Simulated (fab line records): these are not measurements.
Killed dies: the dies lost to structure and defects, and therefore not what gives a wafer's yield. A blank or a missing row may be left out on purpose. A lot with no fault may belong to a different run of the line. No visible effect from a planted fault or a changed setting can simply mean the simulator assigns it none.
Comparing a struck lot with a sound one | flow nand-harc | 39 out of 1302 route steps
Sound: these wafers, L574.1, L574.3, L574.4. Wafers L571.1, L571.2, L571.3 were the ones struck. Last of all comes the cause.
At each step with rows: each side's tool, then ch and its chambers, then its first start. Under that, the readings that differ: sound wafers | struck wafers | difference of the means | sigmas: that difference in standard deviations of wafers without a fault.
alike: readings whose means differ by less than 2 such deviations, and words and numbers that are the same on both sides. not compared: withheld readings, readings that some wafer has no value for, bounds like >300 that may hide the same value, and numbers for which the record gives no deviation and whose values overlap.
A row with sigmas, a row that says differs or no value, or rows on one side alone: a step with any of these is where the two part. Numbers that have no deviation but don't overlap get no sigmas and don't part them. Lack of a reading on every wafer of one side parts them only where that side has two or more wafers.

first, 9 steps without rows for these wafers: NHARC_A_CHANNEL_HOLE_D2_DEP_00 (deposits aC, target thk 3100 nm); NHARC_A_CHANNEL_HOLE_D2_DEP_01 (deposits SiON, target thk 140 nm); NHARC_A_CHANNEL_HOLE_D2_DEHYDRATE_02 (time 120 s); NHARC_A_CHANNEL_HOLE_D2_HMDS_03 (time 30 s); NHARC_A_CHANNEL_HOLE_D2_COAT_36 (time 75 s); NHARC_A_CHANNEL_HOLE_D2_COAT_37 (time 65 s); NHARC_A_CHANNEL_HOLE_D2_COAT_04 (resist thk 90 nm); NHARC_A_CHANNEL_HOLE_D2_SOFTBAKE_05 (time 55 s); NHARC_A_CHANNEL_HOLE_D2_EBR_06.
NHARC_A_CHANNEL_HOLE_D2_EXPOSE_07: exposes mask HOLE D2, target cd 100 nm.
  sound on arfi-scanner-01 ch 0, day 22 05:02; struck on arfi-scanner-02 ch 0, day 21 01:16
  reading              | sound             | struck            | difference | sigmas
  exposure-dose-mJ-cm2 | 60.15 60.19 60.14 | 44.09 44.19 44.06 | -16.05     | -59
  alike: mask
then, 2 steps without rows for these wafers: NHARC_A_CHANNEL_HOLE_D2_PEB_08 (peb time 65 s); NHARC_A_CHANNEL_HOLE_D2_DEVELOP_09 (develop time 35 s).
NHARC_A_CHANNEL_HOLE_D2_CD_MEAS_10: the cd target is 100 nm.
  sound on cd-sem-01 ch 0, day 22 05:10; struck on cd-sem-01 ch 0
  reading    | sound             | struck         | difference | sigmas
  cd-nm (nm) | 100.3 100.3 100.7 | 84.6 86.0 84.9 | -15.3      | -33
  not compared: hold
NHARC_A_CHANNEL_HOLE_D2_OVL_MEAS_11:
  sound: overlay-01 at day 22 05:16; struck: overlay-02 at day 21 17:08
  reading | sound | struck                                                                        | difference                   | sigmas
  hold    | - - - | await-dispo/15.5h/release await-dispo/15.5h/release await-dispo/15.5h/release | no value on the sound wafers |
  alike: overlay-x-nm, overlay-y-nm
NHARC_A_CHANNEL_HOLE_D2_DESCUM_15: chemistry O2, time 3 s.
  sound on rie-diel-10 ch 0,1,3, day 22 05:22; struck on rie-diel-03 ch 0,1,3, day 21 17:14
  reading                            | sound             | struck            | difference | sigmas
  rf-hours-counter-h (h)             | 4 3 4             | 1 1 1             | -3         |
  model.A_CHANNEL_HOLE_D2.cd-nm (nm) | 100.1 100.2 100.8 | 84.96 85.92 84.94 | -15.09     |
  alike: drypump-motor-current-A, oes-product-au, rf-vpp-V, showerhead-plenum-p-Torr, throttle-valve-pct
then, 4 steps without rows for these wafers: NHARC_A_CHANNEL_HOLE_D2_ETCH_38 (etches the open film in CF4, target depth 39 nm, time 65 s); NHARC_A_CHANNEL_HOLE_D2_ETCH_39 (etches the open film in N2/H2, target depth 260 nm, time 325 s); NHARC_A_CHANNEL_HOLE_D2_ETCH_34 (etches the open film in CF4/CHF3, target depth 154 nm, time 77 s); NHARC_A_CHANNEL_HOLE_D2_ETCH_16 (etches the open film in O2/COS, target depth 3100 nm, time 806 s).
NHARC_A_CHANNEL_HOLE_D2_CD_MEAS_18:
  sound: cd-sem-03 at day 22 06:28; struck: cd-sem-01 at day 21 18:32
  reading    | sound             | struck         | difference | sigmas
  cd-nm (nm) | 100.5 100.4 102.3 | 83.9 83.3 85.2 | -16.9      | -11
  not compared: hold
then, 11 steps without rows for these wafers: NHARC_A_CHANNEL_HOLE_D2_ETCH_20 (etches the open film in C4F8/O2/Ar, time 361.9 s, target depth 1600 nm); NHARC_A_CHANNEL_HOLE_D2_ETCH_21 (etches the open film in C4F8/O2/Ar, time 514.3 s, target depth 1600 nm); NHARC_A_CHANNEL_HOLE_D2_ETCH_22 (etches the open film in C4F8/O2/Ar, time 666.7 s, target depth 1600 nm); NHARC_A_CHANNEL_HOLE_D2_ETCH_23 (etches the open film in C4F8/O2/Ar, time 819 s, target depth 1600 nm); NHARC_A_CHANNEL_HOLE_D2_ETCH_24 (etches the open film in C4F8/O2/Ar, time 906.2 s, target depth 1500 nm); NHARC_A_CHANNEL_HOLE_D2_ETCH_25 (etches the open film in C4F8/O2/Ar, time 1040.2 s, target depth 1500 nm); NHARC_A_CHANNEL_HOLE_D2_ETCH_26 (etches the open film in C4F8/O2/Ar, time 224.1 s, target depth 300 nm); NHARC_A_CHANNEL_HOLE_D2_ETCH_27 (etches the open film in C4F8/O2/Ar, time 90 s, target depth 400 nm); NHARC_A_CHANNEL_HOLE_D2_STRIP_41 (strips in N2/H2); NHARC_A_CHANNEL_HOLE_D2_STRIP_42 (strips in CF4/CHF3); NHARC_A_CHANNEL_HOLE_D2_STRIP_43 (strips in O2/COS).
NHARC_A_CHANNEL_HOLE_D2_ETCH_44: etches the open film in CF4/O2, target depth 140 nm, overetch 14 nm, time 77 s.
  sound on rie-diel-03 ch 0,1,2, day 22 11:16; struck on rie-diel-10 ch 1,2,3, day 22 05:11
  reading                            | sound             | struck            | difference | sigmas
  rf-hours-counter-h (h)             | 2.4 2.2 2.5       | 3.2 3.2 3.1       | +0.8       |
  model.A_CHANNEL_HOLE_D2.cd-nm (nm) | 89.69 92.11 89.99 | 74.24 76.78 75.35 | -15.14     |
  alike: drypump-motor-current-A, oes_f_703_au, oes_o_777_au, oes-product-au, rf-vpp-V, showerhead-plenum-p-Torr, throttle-valve-pct
then, 3 steps without rows for these wafers: NHARC_A_CHANNEL_HOLE_D2_STRIP_28 (strips in O2); NHARC_A_CHANNEL_HOLE_D2_PRECLEAN_29 (cleans in SC1); NHARC_A_CHANNEL_HOLE_D2_SRD_30.
NHARC_A_CHANNEL_HOLE_D2_CD_MEAS_31:
  sound: cd-sem-01 at day 22 12:02; struck: cd-sem-01 at day 22 06:09
  reading    | sound          | struck         | difference | sigmas
  cd-nm (nm) | 90.0 92.3 90.0 | 74.8 76.2 75.2 | -15.4      | -14
  not compared: hold
NHARC_A_CHANNEL_HOLE_D2_XSEM_32:
  sound on xsem-01 ch 0, day 22 12:08; struck on xsem-01 ch 0, day 22 08:41
  reading        | sound          | struck                                                                     | difference                   | sigmas
  hold           | - - -          | await-dispo/2.5h/release await-dispo/2.5h/release await-dispo/2.5h/release | no value on the sound wafers |
  bot-cd-nm (nm) | 73.3 75.6 73.2 | 58.7 60.8 60.0                                                             | -14.2                        | -12
  alike: bow-nm, tilt-deg
-- the record jumps here: 12 days lie between the struck wafers' starts before and after (it left off in module A_CHANNEL_HOLE_D2 and takes up again in module END, whose first step shown is number 1301 of the route) --
NHARC_END_WLT_00:
  sound: prober-01 at day 34 01:46; struck: prober-01 at day 34 11:00
  reading                           | sound             | struck            | difference | sigmas
  VT_DECK1_BOTTOM                   | 0.888 0.892 0.886 | 0.859 0.881 0.873 | -0.018     | -2
  VT_DECK1_MEDIAN_NEAR_BOTTOM       | 0.889 0.878 0.891 | 0.869 0.870 0.870 | -0.016     | -2
  VT_DECK2_BOTTOM                   | 0.866 0.873 0.860 | 0.817 0.823 0.823 | -0.045     | -7
  VT_DECK2_BOTTOM_INNER             | 0.862 0.881 0.868 | 0.817 0.821 0.822 | -0.050     | -6
  VT_DECK2_MEDIAN_NEAR_BOTTOM       | 0.866 0.870 0.864 | 0.814 0.831 0.821 | -0.045     | -6
  VT_DECK2_MEDIAN_NEAR_BOTTOM_INNER | 0.876 0.866 0.870 | 0.820 0.834 0.825 | -0.044     | -6
  VT_DECK2_MIDDLE                   | 0.876 0.881 0.876 | 0.843 0.855 0.847 | -0.029     | -4
  VT_DECK2_MIDDLE_INNER             | 0.883 0.876 0.877 | 0.837 0.839 0.839 | -0.040     | -6
  VT_DECK2_TOP                      | 0.890 0.895 0.876 | 0.855 0.861 0.854 | -0.030     | -4
  VT_DECK2_TOP_INNER                | 0.887 0.893 0.890 | 0.852 0.864 0.854 | -0.033     | -5
  alike: VT_DECK1_BOTTOM_INNER, VT_DECK1_MEDIAN_NEAR_BOTTOM_INNER, VT_DECK1_MIDDLE, VT_DECK1_MIDDLE_INNER, VT_DECK1_TOP, VT_DECK1_TOP_INNER
NHARC_END_SORT_01:
  sound on prober-01 ch 0, day 34 04:46; struck on prober-01 ch 0, day 34 14:02
  reading             | sound    | struck      | difference | sigmas
  killed-at-array     | 33 29 48 | 336 251 143 | +207       | +10
  killed-at-periphery | 0 4 1    | 7 11 13     | +9         | +3
  killed-dies         | 33 33 50 | 343 262 156 | +215       | +11
  alike: killed-at-other, killed-open, killed-short

## WHERE THEY PART
At NHARC_A_CHANNEL_HOLE_D2_EXPOSE_07 first; at NHARC_END_SORT_01 last (within this record only).

WHY: what the simulator had put in
Process parameters drifting: arfi-scanner-02 at NHARC_A_CHANNEL_HOLE_D2_EXPOSE_07, beginning at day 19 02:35. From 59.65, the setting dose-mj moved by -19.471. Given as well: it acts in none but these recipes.
